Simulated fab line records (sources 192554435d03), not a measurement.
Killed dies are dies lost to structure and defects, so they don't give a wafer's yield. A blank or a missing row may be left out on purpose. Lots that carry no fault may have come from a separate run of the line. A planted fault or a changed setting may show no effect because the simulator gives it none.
Lot-split experiment	flow n5 finfet	21 wafers read from 7 lots, route of 1938 steps

ON THE SPLIT
At N5_MOL_CONTACT_COAG_COAT_64 (time 60 s, resist thk 10 nm), the setting spin rpm was moved away from the recipe's 1500 rpm on 9 of the 21 wafers read, by -7.1% to +4.9%. For the rest of the wafers, this setting stayed at what the recipe calls for.

FROM THE SPLIT TO THE READING: what the file shows between them, 4 steps
- N5_MOL_CONTACT_COAG_COAT_34: resist thk 40 nm
- N5_MOL_CONTACT_COAG_EBR_36
- N5_MOL_CONTACT_COAG_DESCUM_45: chemistry O2, time 7 s
- N5_MOL_CONTACT_COAG_ETCH_65: etches underlayer in N2/H2, target depth 13 nm, time 10.4 s

THE READING
CAR-EUV_of_MOL_CONTACT_COAG_COAT_34.thk nm (the simulator's own value, which no gauge read), in nm, at N5_MOL_CONTACT_COAG_ETCH_66 (etches SiARC in CF4, target depth 13 nm, time 21.7 s). No usual value for it is given in the file. Average 16.8 nm, standard deviation 0.12 nm, over the 12 wafers here run with the recipe.

wafer	tool, chamber at the split	spin rpm as run, rpm	against the recipe	CAR-EUV_of_MOL_CONTACT_COAG_COAT_34.thk nm, nm	against lot-mates on the recipe
L078.1	litho track-02, 0	1500	recipe	16.8	-
L078.4	litho track-02, 0	1500	recipe	16.8	-
L078.6	litho track-02, 0	1500	recipe	17	-
L083.1	litho track-03, 0	1500	recipe	16.8	-
L083.2	litho track-03, 0	1436	-4.3%	16.6	-0.2
L083.4	litho track-03, 0	1436	-4.3%	16.6	-0.2
L089.3	litho track-02, 0	1394	-7.1%	16.6	-0.4
L089.4	litho track-02, 0	1394	-7.1%	16.6	-0.4
L089.6	litho track-02, 0	1500	recipe	17	-
L090.1	litho track-04, 0	1500	recipe	16.8	-
L090.2	litho track-04, 0	1574	+4.9%	17	+0.2
L090.5	litho track-04, 0	1574	+4.9%	17	+0.2
L092.2	litho track-02, 0	1500	recipe	16.8	-
L092.5	litho track-02, 0	1562	+4.1%	17.4	+0.6
L092.6	litho track-02, 0	1562	+4.1%	17.2	+0.4
L096.3	litho track-04, 0	1409	-6.1%	16.2	-0.5
L096.4	litho track-04, 0	1500	recipe	16.6	-
L096.6	litho track-04, 0	1500	recipe	16.8	-
L097.2	litho track-03, 0	1500	recipe	16.6	-
L097.3	litho track-03, 0	1500	recipe	16.8	-
L097.4	litho track-03, 0	1500	recipe	16.8	-

FIT RESULTS
A straight line over all 21 wafers: CAR-EUV_of_MOL_CONTACT_COAG_COAT_34.thk nm changes by +0.057 nm for each +1% of spin rpm; r = +0.80; the points scatter about the line by 0.16 nm.
The same after taking each lot's own level away (the mean of its wafers on the recipe; 21 wafers): +0.0652 nm for each +1%; r = +0.90; scatter 0.12 nm.
The reading moves by 0.46 nm for the largest change in spin rpm, on that fit.
Measured against the standard deviation above, the lots' own levels, which go from 16.70 to 17.00 nm, span 2.6 times it.
So the lot-to-lot level blurs the effect unless lot-mates are compared.
Check: with one of the wafers moved furthest among these (-7.1%) left out of the fit, the line predicts -0.454 nm for it against its lot-mates. It came out at -0.4 nm against them.

ADDITIONAL SPLITS CARRIED BY THESE WAFERS
Before the reading, these wafers also passed through other splits. Each is held against what the fit with the lots' levels taken away leaves over:
other split on the same wafers	wafers away from the commonest value	r with CAR-EUV_of_MOL_CONTACT_COAG_COAT_34.thk nm (lot level and that fit taken away)
N5_SD_ACTIVATION_LSA_01 temp c	8	-0.17
N5_SDB_CUT_ETCH_26 icp w	8	+0.02
N5_HKMG_FIN_COAT_66 spin rpm	6	-0.31
N5_GATE_CUT_ETCH_58 bias w	7	+0.06
N5_MOL_CONTACT_COAG_CONTACT_ETCH_14 source w	8	-0.15
N5_MOL_CONTACT_COAG_SPUTTER_143 target thk a	10	+0.04

THE WHOLE CHAIN: every reading that the file lists as answering this split, in the file's order
step	what it does	reading	change (the file's fit)	r (the file's)
N5_MOL_CONTACT_COAG_COAT_64	time 60 s, resist thk 10 nm	underlayer_of_MOL_CONTACT_COAG_COAT_64.thk nm (the simulator's own value, which no gauge read)	-0.0458 nm for each +1% of the setting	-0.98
N5_MOL_CONTACT_COAG_ETCH_65	etches underlayer in N2/H2, target depth 13 nm, time 10.4 s	etch.depth nm (the simulator's own value, which no gauge read)	-0.0528 nm for each +1% of the setting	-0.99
N5_MOL_CONTACT_COAG_ETCH_66	etches SiARC in CF4, target depth 13 nm, time 21.7 s	CAR-EUV_of_MOL_CONTACT_COAG_COAT_34.thk nm (the simulator's own value, which no gauge read)	+0.0667 nm for each +1% of the setting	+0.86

THE FILE'S OWN FIT
CAR-EUV_of_MOL_CONTACT_COAG_COAT_34.thk nm changes by +0.0667 nm for each +1% of spin rpm, r = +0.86.
